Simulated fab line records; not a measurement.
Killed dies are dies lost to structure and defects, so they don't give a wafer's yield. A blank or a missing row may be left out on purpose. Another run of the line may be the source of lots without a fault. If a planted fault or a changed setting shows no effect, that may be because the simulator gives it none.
fab line records ; flow nand_harc ; part 1 of 2: steps 1 to 21 of 27
[record] lots = 5; wafers = 15; last_day = 32
route steps=1302 shown A_ONON_D2@566 A_CHANNEL_HOLE_D2@570
lots with no fault: from the same line, run without faults
start_h: hours from the record's first day to the start of the lot's first wafer shown ; wait_h: time in hours since the lot's previous step ; " the same as in the row above ; L1.1+2: one row covering several wafers at once ; - value missing, or start not given ; * or withheld: withheld ; < > ~ a bound
route shown NAME@n: names a module that has steps shown in the file, with the first one's number in the route ; usual: mean/standard deviation of fault-free wafers ; same: alike in all rows ; chamber/n: place in a boat ; sites: per-site readings ; _std_site: the values' standard deviation ; _edge_site: outer sites' mean less inner sites' ; radius_mm: how far each site lies from the wafer's centre ; mask NAME#n: copy n ; behind: the last tool/chamber to shape the wafer ; hold: reason for holding the lot/hours on hold/outcome of the hold ; device: the n, p or np transistor that did not switch ; end of line: tests run on the same wafers once the route is complete ; a step without rows: its recipe alone ; killed: not the wafer's yield, but the dies lost to structure and defects at the first sort ; map: dies across one wafer; x = killed, . = not, _ = none there
set.NAME: the setting as run; set.NAME@STEP: as run at that earlier step ; model.NAME: the simulator's own value behind a step, which no gauge read
lots at some steps of the route; a table a step, a row a wafer
services: a tool's chamber out of use, with start hour (start_h, from the record's first day; less than 0 if before it), hours out, and reason
[[steps]]
[step NHARC_A_ONON_D2_DEP_33]
[recipe] target_thk_a = 2000; temp_c = 400; pressure_torr = 6.5; rf_w = 900; teos_flow_sccm = 161.4; flow_sccm = 2650; target_thk_nm = 200; gas = O2; material = SiO2
[usual] chamber_pressure_Torr = 6.501/0.013; heater_power_w = 521/94; throttle_valve_pct = 15.7/0.55
lot.wafer;tool;chamber;start_h;wait_h;chamber_pressure_Torr;heater_power_w;throttle_valve_pct
L077.3;pecvd-02;0;308.10;0.1;6.488;664;16.6
L077.4;pecvd-02;1;308.10;0.1;6.481;574;15.4
L077.6;pecvd-02;0;308.10;0.1;6.503;664;16.4
L079.1;pecvd-04;1;343.28;0.1;6.506;600;16.2
L079.2;pecvd-04;0;343.28;0.1;6.485;417;15.6
L079.6;pecvd-04;2;343.28;0.1;6.499;384;15.2
L080.1;pecvd-04;2;364.58;0.2;6.501;389;15.4
L080.6;pecvd-04;2;364.58;0.2;6.486;398;15.2
L080.4;pecvd-04;0;364.58;0.2;6.513;412;15.7
L092.4;pecvd-04;2;464.06;0.2;6.507;309;14.8
L092.6;pecvd-04;0;464.06;0.2;6.506;512;15.7
L092.5;pecvd-04;1;464.06;0.2;6.509;528;15.9
L095.3;pecvd-02;0;503.97;0.1;6.541;585;16.8
L095.2;pecvd-02;2;503.97;0.1;6.506;546;15.4
L095.6;pecvd-02;1;503.97;0.1;6.504;501;15.4
[step NHARC_A_ONON_D2_THK_MEAS_34]
[recipe] thk_meas_gauge = ellipsometry
[usual] thk_nm = 199.3/2.7
lot.wafer;tool;chamber;start_h;wait_h;thk_nm
L077.3;film_metro-01;-;308.43;-;199.5
L077.4;film_metro-01;-;308.43;-;200.5
L077.6;film_metro-01;-;308.43;-;202.4
L079.1;film_metro-02;-;343.70;-;196.0
L079.2;film_metro-02;-;343.70;-;201.2
L079.6;film_metro-02;-;343.70;-;197.9
L080.1;film_metro-01;-;364.99;-;199.9
L080.4;film_metro-01;-;364.99;-;204.4
L080.6;film_metro-01;-;364.99;-;201.2
L092.4;film_metro-01;-;464.34;-;201.7
L092.5;film_metro-01;-;464.34;-;197.4
L092.6;film_metro-01;-;464.34;-;199.0
L095.2;film_metro-01;-;504.38;-;194.6
L095.3;film_metro-01;-;504.38;-;199.4
L095.6;film_metro-01;-;504.38;-;199.4
[step NHARC_A_ONON_D2_INSPECT_32]
[usual] raw_defect_count = 428/140
lot.wafer;tool;chamber;start_h;wait_h;raw_defect_count
L077.3;defect_inspect-02;-;308.49;0.0;593
L077.4;defect_inspect-02;-;308.49;0.0;460
L077.6;defect_inspect-02;-;308.49;0.0;402
L079.1;defect_inspect-01;-;343.78;0.0;344
L079.2;defect_inspect-01;-;343.78;0.0;744
L079.6;defect_inspect-01;-;343.78;0.0;467
L080.1;defect_inspect-01;-;365.06;0.0;330
L080.4;defect_inspect-01;-;365.06;0.0;417
L080.6;defect_inspect-01;-;365.06;0.0;357
L092.4;defect_inspect-02;-;464.40;0.0;596
L092.5;defect_inspect-02;-;464.40;0.0;379
L092.6;defect_inspect-02;-;464.40;0.0;747
L095.2;defect_inspect-02;-;504.46;0.0;457
L095.3;defect_inspect-02;-;504.46;0.0;301
L095.6;defect_inspect-02;-;504.46;0.0;618
[step NHARC_A_CHANNEL_HOLE_D2_DEP_00]
[recipe] target_thk_a = 31000; temp_c = 400; material = aC
[usual] throttle_valve_pct = 35.001/0.0094
lot.wafer;tool;chamber;start_h;wait_h;throttle_valve_pct
L077.3;acl_dep-02;0;309.19;0.7;35.004
L077.4;acl_dep-02;0;309.19;0.7;35.006
L077.6;acl_dep-02;0;309.19;0.7;34.994
L079.1;acl_dep-02;0;345.96;2.2;35.015
L079.2;acl_dep-02;0;345.96;2.2;35.015
L079.6;acl_dep-02;0;347.54;3.8;34.992
L080.1;acl_dep-02;0;365.14;0.1;35.006
L080.4;acl_dep-02;0;365.14;0.1;34.995
L080.6;acl_dep-02;0;365.14;0.1;34.997
L092.4;acl_dep-02;0;467.19;2.8;35.012
L092.5;acl_dep-02;0;467.19;2.8;35.003
L092.6;acl_dep-02;0;467.19;2.8;35.011
L095.2;acl_dep-03;0;505.75;1.3;35.007
L095.3;acl_dep-03;0;505.75;1.3;34.997
L095.6;acl_dep-03;0;505.75;1.3;34.979
[step NHARC_A_CHANNEL_HOLE_D2_DEP_01]
[recipe] target_thk_a = 1400; target_thk_nm = 140; temp_c = 400; pressure_torr = 3.5; flow_sccm = 200; rf_w = 350; material = SiON
[usual] chamber_pressure_Torr = 3.499/0.0077; heater_power_w = 761/76
lot.wafer;tool;chamber;start_h;wait_h;chamber_pressure_Torr;heater_power_w
L077.3;pecvd-01;0;310.47;1.0;3.487;828
L077.4;pecvd-01;0;310.47;1.0;3.501;824
L077.6;pecvd-01;2;310.47;1.0;3.502;772
L079.1;pecvd-02;2;347.91;1.6;3.488;653
L079.2;pecvd-02;0;347.91;1.6;3.503;721
L079.6;pecvd-02;1;347.91;1.6;3.496;735
L080.1;pecvd-01;1;367.05;1.6;3.489;658
L080.4;pecvd-01;1;367.05;1.6;3.499;655
L080.6;pecvd-01;2;367.05;1.6;3.495;801
L092.5;pecvd-02;0;468.24;0.4;3.503;796
L092.6;pecvd-02;1;468.24;0.4;3.499;718
L092.4;pecvd-02;2;468.24;0.4;3.495;666
L095.2;pecvd-02;2;507.39;1.3;3.505;721
L095.3;pecvd-02;1;507.39;1.3;3.493;657
L095.6;pecvd-02;0;507.39;1.3;3.500;852
[step NHARC_A_CHANNEL_HOLE_D2_DEHYDRATE_02]
[recipe] temp_c = 150; time_s = 120
[usual] chill_plate_temp_C = 22.99/0.099; plate_temp_C = 149.97/0.14
lot.wafer;tool;chamber;start_h;wait_h;chill_plate_temp_C;plate_temp_C
L077.3;litho_track-06;0;310.74;0.2;23.18;150.07
L077.4;litho_track-06;0;310.74;0.2;23.09;149.98
L077.6;litho_track-06;0;310.74;0.2;23.11;150.11
L079.1;litho_track-06;0;348.15;0.2;22.90;149.98
L079.2;litho_track-06;0;348.15;0.2;22.91;149.99
L079.6;litho_track-06;0;348.15;0.2;22.87;150.06
L080.1;litho_track-04;0;367.32;0.2;23.16;149.84
L080.4;litho_track-04;0;367.32;0.2;23.03;150.05
L080.6;litho_track-04;0;367.32;0.2;23.03;150.07
L092.4;litho_track-01;0;468.43;0.1;22.93;149.88
L092.5;litho_track-01;0;468.43;0.1;22.86;149.69
L092.6;litho_track-01;0;468.43;0.1;23.02;149.74
L095.2;litho_track-04;0;507.66;0.2;22.92;150.04
L095.3;litho_track-04;0;507.66;0.2;23.10;149.96
L095.6;litho_track-04;0;507.66;0.2;23.16;150.06
[step NHARC_A_CHANNEL_HOLE_D2_HMDS_03]
[recipe] time_s = 30
[usual] chill_plate_temp_C = 23.00/0.13
lot.wafer;tool;chamber;start_h;wait_h;chill_plate_temp_C
L077.3;litho_track-06;0;-;-;23.06
L077.4;litho_track-06;0;-;-;22.94
L077.6;litho_track-06;0;-;-;23.11
L079.1;litho_track-06;0;-;-;23.08
L079.2;litho_track-06;0;-;-;23.23
L079.6;litho_track-06;0;-;-;23.12
L080.1;litho_track-04;0;-;-;22.78
L080.4;litho_track-04;0;-;-;22.84
L080.6;litho_track-04;0;-;-;22.95
L092.4;litho_track-01;0;-;-;22.93
L092.5;litho_track-01;0;-;-;22.88
L092.6;litho_track-01;0;-;-;22.87
L095.2;litho_track-04;0;-;-;23.02
L095.3;litho_track-04;0;-;-;23.15
L095.6;litho_track-04;0;-;-;22.93
[step NHARC_A_CHANNEL_HOLE_D2_COAT_36]
[recipe] temp_c = 260; time_s = 75
[usual] chill_plate_temp_C = 23.01/0.11; plate_temp_C = 260.01/0.15
lot.wafer;tool;chamber;start_h;wait_h;chill_plate_temp_C;plate_temp_C
L077.3;litho_track-06;0;-;-;23.01;260.01
L077.4;litho_track-06;0;-;-;22.90;259.83
L077.6;litho_track-06;0;-;-;23.01;260.08
L079.1;litho_track-06;0;-;-;23.13;260.18
L079.2;litho_track-06;0;-;-;23.06;260.08
L079.6;litho_track-06;0;-;-;22.80;260.07
L080.1;litho_track-04;0;-;-;23.15;259.95
L080.4;litho_track-04;0;-;-;23.05;260.07
L080.6;litho_track-04;0;-;-;23.10;260.08
L092.4;litho_track-01;0;-;-;22.97;259.84
L092.5;litho_track-01;0;-;-;22.87;260.06
L092.6;litho_track-01;0;-;-;22.96;259.72
L095.2;litho_track-04;0;-;-;23.18;260.02
L095.3;litho_track-04;0;-;-;23.05;259.98
L095.6;litho_track-04;0;-;-;23.00;260.17
[step NHARC_A_CHANNEL_HOLE_D2_COAT_37]
[recipe] temp_c = 225; time_s = 65
[usual] chill_plate_temp_C = 22.98/0.1; plate_temp_C = 225.00/0.18
lot.wafer;tool;chamber;start_h;wait_h;chill_plate_temp_C;plate_temp_C
L077.3;litho_track-06;0;-;-;23.02;225.01
L077.4;litho_track-06;0;-;-;23.06;225.23
L077.6;litho_track-06;0;-;-;23.03;225.34
L079.1;litho_track-06;0;-;-;23.03;224.89
L079.2;litho_track-06;0;-;-;23.12;224.73
L079.6;litho_track-06;0;-;-;22.97;224.95
L080.1;litho_track-04;0;-;-;23.00;225.10
L080.4;litho_track-04;0;-;-;22.86;224.89
L080.6;litho_track-04;0;-;-;23.13;224.83
L092.4;litho_track-01;0;-;-;23.18;224.88
L092.5;litho_track-01;0;-;-;23.10;224.83
L092.6;litho_track-01;0;-;-;23.12;224.87
L095.2;litho_track-04;0;-;-;22.98;224.95
L095.3;litho_track-04;0;-;-;23.04;225.09
L095.6;litho_track-04;0;-;-;22.89;225.03
[step NHARC_A_CHANNEL_HOLE_D2_COAT_04]
[recipe] spin_rpm = 1500; resist_thk_nm = 90
[usual] chill_plate_temp_C = 22.99/0.1
lot.wafer;tool;chamber;start_h;wait_h;chill_plate_temp_C
L077.3;litho_track-06;0;-;-;23.07
L077.4;litho_track-06;0;-;-;22.97
L077.6;litho_track-06;0;-;-;22.89
L079.1;litho_track-06;0;-;-;23.04
L079.2;litho_track-06;0;-;-;23.02
L079.6;litho_track-06;0;-;-;22.95
L080.1;litho_track-04;0;-;-;23.11
L080.4;litho_track-04;0;-;-;23.14
L080.6;litho_track-04;0;-;-;22.97
L092.4;litho_track-01;0;-;-;22.99
L092.5;litho_track-01;0;-;-;23.09
L092.6;litho_track-01;0;-;-;22.95
L095.2;litho_track-04;0;-;-;22.84
L095.3;litho_track-04;0;-;-;22.95
L095.6;litho_track-04;0;-;-;22.81
[step NHARC_A_CHANNEL_HOLE_D2_SOFTBAKE_05]
[recipe] temp_c = 105; time_s = 55
[usual] chill_plate_temp_C = 23.01/0.1; plate_temp_C = 104.98/0.12
lot.wafer;tool;chamber;start_h;wait_h;chill_plate_temp_C;plate_temp_C
L077.3;litho_track-06;0;-;-;22.77;105.08
L077.4;litho_track-06;0;-;-;22.91;105.17
L077.6;litho_track-06;0;-;-;23.02;105.14
L079.1;litho_track-06;0;-;-;23.22;104.96
L079.2;litho_track-06;0;-;-;23.20;104.82
L079.6;litho_track-06;0;-;-;23.22;104.92
L080.1;litho_track-04;0;-;-;23.10;105.04
L080.4;litho_track-04;0;-;-;23.28;105.01
L080.6;litho_track-04;0;-;-;23.05;104.87
L092.4;litho_track-01;0;-;-;23.03;104.84
L092.5;litho_track-01;0;-;-;22.91;105.02
L092.6;litho_track-01;0;-;-;22.87;105.14
L095.2;litho_track-04;0;-;-;23.03;104.82
L095.3;litho_track-04;0;-;-;23.07;104.92
L095.6;litho_track-04;0;-;-;23.06;104.76
[step NHARC_A_CHANNEL_HOLE_D2_EBR_06]
[usual] chill_plate_temp_C = 23.02/0.09
lot.wafer;tool;chamber;start_h;wait_h;chill_plate_temp_C
L077.3;litho_track-06;0;-;-;23.17
L077.4;litho_track-06;0;-;-;23.23
L077.6;litho_track-06;0;-;-;23.08
L079.1;litho_track-06;0;-;-;22.90
L079.2;litho_track-06;0;-;-;23.08
L079.6;litho_track-06;0;-;-;23.09
L080.1;litho_track-04;0;-;-;23.14
L080.4;litho_track-04;0;-;-;23.13
L080.6;litho_track-04;0;-;-;23.01
L092.4;litho_track-01;0;-;-;22.97
L092.5;litho_track-01;0;-;-;23.07
L092.6;litho_track-01;0;-;-;22.99
L095.2;litho_track-04;0;-;-;23.05
L095.3;litho_track-04;0;-;-;22.95
L095.6;litho_track-04;0;-;-;23.05
[step NHARC_A_CHANNEL_HOLE_D2_EXPOSE_07]
[recipe] na = 1.35; target_cd_nm = 100; sigma_outer = 0.3; dose_mj = 59.65; mask_id = HOLE_D2
lot.wafer;tool;chamber;start_h;wait_h;mask
L077.3+4+6;arfi_scanner-01;0;311.06;-;HOLE_D2#0
L079.1+2+6;arfi_scanner-01;0;348.46;-;HOLE_D2#0
L080.1+4+6;arfi_scanner-03;0;367.63;-;HOLE_D2#0
L092.4+5+6;arfi_scanner-02;0;468.75;-;HOLE_D2#0
L095.2+3+6;arfi_scanner-03;0;507.85;-;HOLE_D2#0
[step NHARC_A_CHANNEL_HOLE_D2_PEB_08]
[recipe] peb_temp_c = 100; peb_time_s = 65
[usual] chill_plate_temp_C = 23.03/0.12; plate_temp_C = 100.04/0.13
lot.wafer;tool;chamber;start_h;wait_h;chill_plate_temp_C;plate_temp_C
L077.3;litho_track-04;0;311.11;0.0;23.13;100.17
L077.4;litho_track-04;0;311.11;0.0;23.03;100.05
L077.6;litho_track-04;0;311.11;0.0;23.17;100.12
L079.1;litho_track-01;0;348.53;0.1;22.92;99.95
L079.2;litho_track-01;0;348.53;0.1;22.88;99.89
L079.6;litho_track-01;0;348.53;0.1;22.82;100.00
L080.1;litho_track-06;0;367.69;0.1;23.14;100.10
L080.4;litho_track-06;0;367.69;0.1;23.11;100.13
L080.6;litho_track-06;0;367.69;0.1;23.12;100.07
L092.4;litho_track-01;0;468.80;0.0;22.95;100.16
L092.5;litho_track-01;0;468.80;0.0;22.84;100.21
L092.6;litho_track-01;0;468.80;0.0;22.92;100.05
L095.2;litho_track-06;0;507.91;0.1;23.19;99.82
L095.3;litho_track-06;0;507.91;0.1;23.04;100.01
L095.6;litho_track-06;0;507.91;0.1;23.09;100.22
[step NHARC_A_CHANNEL_HOLE_D2_DEVELOP_09]
[recipe] develop_time_s = 35; dev_temp_c = 23
[usual] chill_plate_temp_C = 22.99/0.11
lot.wafer;tool;chamber;start_h;wait_h;chill_plate_temp_C
L077.3;litho_track-04;0;-;-;23.03
L077.4;litho_track-04;0;-;-;22.97
L077.6;litho_track-04;0;-;-;23.07
L079.1;litho_track-01;0;-;-;23.03
L079.2;litho_track-01;0;-;-;22.99
L079.6;litho_track-01;0;-;-;22.98
L080.1;litho_track-06;0;-;-;22.92
L080.4;litho_track-06;0;-;-;22.99
L080.6;litho_track-06;0;-;-;23.14
L092.4;litho_track-01;0;-;-;23.03
L092.5;litho_track-01;0;-;-;22.98
L092.6;litho_track-01;0;-;-;22.94
L095.2;litho_track-06;0;-;-;22.96
L095.3;litho_track-06;0;-;-;23.19
L095.6;litho_track-06;0;-;-;23.13
[step NHARC_A_CHANNEL_HOLE_D2_CD_MEAS_10]
[recipe] target_cd_nm = 100; landing_energy_ev = 500
[usual] cd_nm = 100.1/0.59
lot.wafer;tool;chamber;start_h;wait_h;cd_nm
L077.3;cd_sem-01;0;311.20;-;101.7
L077.4;cd_sem-01;0;311.20;-;100.7
L077.6;cd_sem-01;0;311.20;-;101.2
L079.1;cd_sem-03;0;348.60;-;101.0
L079.2;cd_sem-03;0;348.60;-;100.2
L079.6;cd_sem-03;0;348.60;-;100.7
L080.1;cd_sem-03;0;367.77;-;100.0
L080.4;cd_sem-03;0;367.77;-;100.0
L080.6;cd_sem-03;0;367.77;-;99.9
L092.4;cd_sem-01;0;468.88;-;100.4
L092.5;cd_sem-01;0;468.88;-;99.8
L092.6;cd_sem-01;0;468.88;-;101.0
L095.2;cd_sem-01;0;507.99;-;99.2
L095.3;cd_sem-01;0;507.99;-;99.7
L095.6;cd_sem-01;0;507.99;-;100.0
[step NHARC_A_CHANNEL_HOLE_D2_OVL_MEAS_11]
[usual] overlay_x_nm = 0.1/0.82; overlay_y_nm = 0.0/0.81
lot.wafer;tool;chamber;start_h;wait_h;overlay_x_nm;overlay_y_nm
L077.3;overlay-02;-;311.28;-;0.5;-0.1
L077.4;overlay-02;-;311.28;-;0.7;-0.4
L077.6;overlay-02;-;311.28;-;1.4;-0.6
L079.1;overlay-02;-;348.69;-;-1.8;1.8
L079.2;overlay-02;-;348.69;-;-1.5;1.8
L079.6;overlay-02;-;348.69;-;-1.4;1.9
L080.1;overlay-01;-;367.86;-;-1.5;-0.3
L080.4;overlay-01;-;367.86;-;-1.9;-0.7
L080.6;overlay-01;-;367.86;-;-1.2;0.0
L092.4;overlay-02;-;468.97;-;0.8;-1.1
L092.5;overlay-02;-;468.97;-;0.5;-1.3
L092.6;overlay-02;-;468.97;-;0.4;-1.5
L095.2;overlay-02;-;508.09;-;1.3;-0.2
L095.3;overlay-02;-;508.09;-;1.4;0.4
L095.6;overlay-02;-;508.09;-;1.7;-0.3
[step NHARC_A_CHANNEL_HOLE_D2_INSPECT_12]
[usual] raw_defect_count = 35/21
lot.wafer;tool;chamber;start_h;wait_h;raw_defect_count
L077.3;defect_inspect-02;-;311.32;0.0;8
L077.4;defect_inspect-02;-;311.32;0.0;5
L077.6;defect_inspect-02;-;311.32;0.0;5
L079.1;defect_inspect-01;-;348.73;0.0;43
L079.2;defect_inspect-01;-;348.73;0.0;52
L079.6;defect_inspect-01;-;348.73;0.0;57
L080.1;defect_inspect-02;-;367.90;0.0;58
L080.4;defect_inspect-02;-;367.90;0.0;55
L080.6;defect_inspect-02;-;367.90;0.0;59
L092.4;defect_inspect-01;-;469.00;0.0;53
L092.5;defect_inspect-01;-;469.00;0.0;40
L092.6;defect_inspect-01;-;469.00;0.0;62
L095.2;defect_inspect-01;-;508.13;0.0;30
L095.3;defect_inspect-01;-;508.13;0.0;21
L095.6;defect_inspect-01;-;508.13;0.0;28
[step NHARC_A_CHANNEL_HOLE_D2_DESCUM_15]
[recipe] time_s = 3; o2_flow_sccm = 200; ar_flow_sccm = 0; bias_power_w = 0; chemistry = O2
[usual] drypump_motor_current_A = 5.7/0.33; oes_product_au = 1.002/0.0096; rf_vpp_V = 57.7/0.96; showerhead_plenum_p_Torr = 1.90/0.091; throttle_valve_pct = 11.310/0.0091
lot.wafer;tool;chamber;start_h;wait_h;drypump_motor_current_A;oes_product_au;rf_hours_counter_h;rf_vpp_V;showerhead_plenum_p_Torr;throttle_valve_pct
L077.3;rie_diel-05;1;311.38;0.1;4.9;1.002;4.1;59.6;2.04;11.303
L077.4;rie_diel-05;0;311.38;0.1;5.8;0.995;4.9;57.5;2.01;11.316
L077.6;rie_diel-05;1;311.38;0.1;5.0;1.006;-;60.2;2.04;11.311
L079.2;rie_diel-10;2;348.80;0.1;5.9;1.004;4.4;56.4;1.81;11.305
L079.1;rie_diel-10;3;348.80;0.1;5.6;1.001;4.6;56.1;1.79;11.325
L079.6;rie_diel-10;2;348.80;0.1;5.9;1.010;-;57.0;1.81;11.311
L080.1;rie_diel-03;2;367.96;0.1;5.8;1.000;5.3;58.3;2.03;11.317
L080.4;rie_diel-03;1;367.96;0.1;5.4;1.007;4.3;57.8;1.83;11.316
L080.6;rie_diel-03;2;367.96;0.1;5.7;0.991;-;58.4;2.03;11.330
L092.5;rie_diel-05;1;469.10;0.1;4.9;0.996;-;59.4;2.04;11.313
L092.6;rie_diel-05;3;469.10;0.1;5.3;0.987;-;57.9;1.79;11.325
L092.4;rie_diel-05;0;469.10;0.1;5.8;1.009;-;57.0;2.01;11.321
L095.3;rie_diel-03;1;508.19;0.1;5.4;1.013;0.8;57.3;1.83;11.315
L095.2;rie_diel-03;2;508.19;0.1;5.8;1.014;1.0;59.2;2.02;11.298
L095.6;rie_diel-03;2;508.19;0.1;5.8;1.012;-;58.7;2.02;11.305
[step NHARC_A_CHANNEL_HOLE_D2_ETCH_38]
[recipe] target_depth_a = 390; over_etch_frac = 0.3; time_s = 65; ion_energy_ev = 80; cf4_flow_sccm = 150; ar_flow_sccm = 0; rf_w = 300; bias_w = 100; chemistry = CF4
[usual] drypump_motor_current_A = 5.7/0.34; oes_product_au = 1.003/0.011; rf_vpp_V = 151.0/1.4; showerhead_plenum_p_Torr = 1.76/0.077; throttle_valve_pct = 13.284/0.009
lot.wafer;tool;chamber;start_h;wait_h;drypump_motor_current_A;oes_product_au;rf_hours_counter_h;rf_vpp_V;showerhead_plenum_p_Torr;throttle_valve_pct
L077.4;rie_diel-05;1;311.46;0.1;5.0;1.005;4.1;153.1;1.88;13.298
L077.3;rie_diel-05;3;311.46;0.1;5.3;0.996;5.1;148.9;1.66;13.280
L077.6;rie_diel-05;2;311.46;0.1;5.5;0.993;-;150.4;1.75;13.292
L079.1;rie_diel-10;1;348.88;0.1;6.2;0.995;4.7;150.1;1.74;13.267
L079.2;rie_diel-10;3;348.88;0.1;5.7;1.015;4.6;149.8;1.66;13.283
L079.6;rie_diel-10;2;348.88;0.1;5.9;1.015;-;149.1;1.68;13.293
L080.4;rie_diel-03;2;368.04;0.1;5.8;0.995;5.4;152.4;1.87;13.289
L080.1;rie_diel-03;0;368.04;0.1;6.0;0.990;5.7;151.7;1.78;13.270
L080.6;rie_diel-03;3;368.04;0.1;5.2;0.977;-;151.4;1.77;13.288
L092.5;rie_diel-05;0;469.19;0.1;5.8;1.003;-;154.0;1.85;13.269
L092.4;rie_diel-05;1;469.19;0.1;4.9;0.992;-;154.6;1.87;13.277
L092.6;rie_diel-05;3;469.19;0.1;5.3;0.997;-;148.7;1.66;13.289
L095.3;rie_diel-03;0;508.29;0.1;6.0;1.010;1.0;151.1;1.78;13.293
L095.2;rie_diel-03;1;508.29;0.1;5.4;1.014;0.8;149.4;1.70;13.279
L095.6;rie_diel-03;3;508.29;0.1;5.2;1.001;-;153.0;1.77;13.295
[step NHARC_A_CHANNEL_HOLE_D2_ETCH_39]
[recipe] target_depth_a = 2600; over_etch_frac = 0.3; time_s = 325; ion_energy_ev = 200; n2_flow_sccm = 150; h2_flow_sccm = 150; ar_flow_sccm = 0; rf_w = 400; bias_w = 150; chemistry = N2/H2
[usual] drypump_motor_current_A = 5.7/0.34; oes_product_au = 1.003/0.011; rf_vpp_V = 430.1/3; showerhead_plenum_p_Torr = 2.02/0.099; throttle_valve_pct = 14.171/0.01
lot.wafer;tool;chamber;start_h;wait_h;drypump_motor_current_A;oes_product_au;rf_hours_counter_h;rf_vpp_V;showerhead_plenum_p_Torr;throttle_valve_pct
L077.4;rie_diel-05;2;-;-;5.5;0.979;4.3;429.0;2.01;14.166
L077.3;rie_diel-05;0;-;-;5.8;0.992;5.0;433.5;2.15;14.168
L077.6;rie_diel-05;2;-;-;5.5;0.981;-;429.9;2.01;14.175
L079.1;rie_diel-10;0;-;-;5.9;1.011;5.3;433.1;2.13;14.188
L079.2;rie_diel-10;1;-;-;6.2;0.999;4.8;429.8;2.00;14.169
L079.6;rie_diel-10;3;-;-;5.7;1.010;-;426.7;1.90;14.177
L080.4;rie_diel-03;2;-;-;5.8;1.001;5.4;434.1;2.16;14.166
L080.1;rie_diel-03;1;-;-;5.4;1.014;4.3;428.2;1.95;14.178
L080.6;rie_diel-03;2;-;-;5.8;0.991;-;434.4;2.16;14.179
L092.4;rie_diel-05;0;-;-;5.8;1.000;-;432.9;2.15;14.168
L092.5;rie_diel-05;1;-;-;5.0;1.014;-;434.4;2.17;14.166
L092.6;rie_diel-05;3;-;-;5.3;0.995;-;427.7;1.90;14.176
L095.2;rie_diel-03;3;-;-;5.2;1.005;1.1;430.8;2.04;14.175
L095.3;rie_diel-03;1;-;-;5.4;1.020;0.9;427.3;1.95;14.169
L095.6;rie_diel-03;0;-;-;6.0;1.011;-;431.8;2.06;14.171
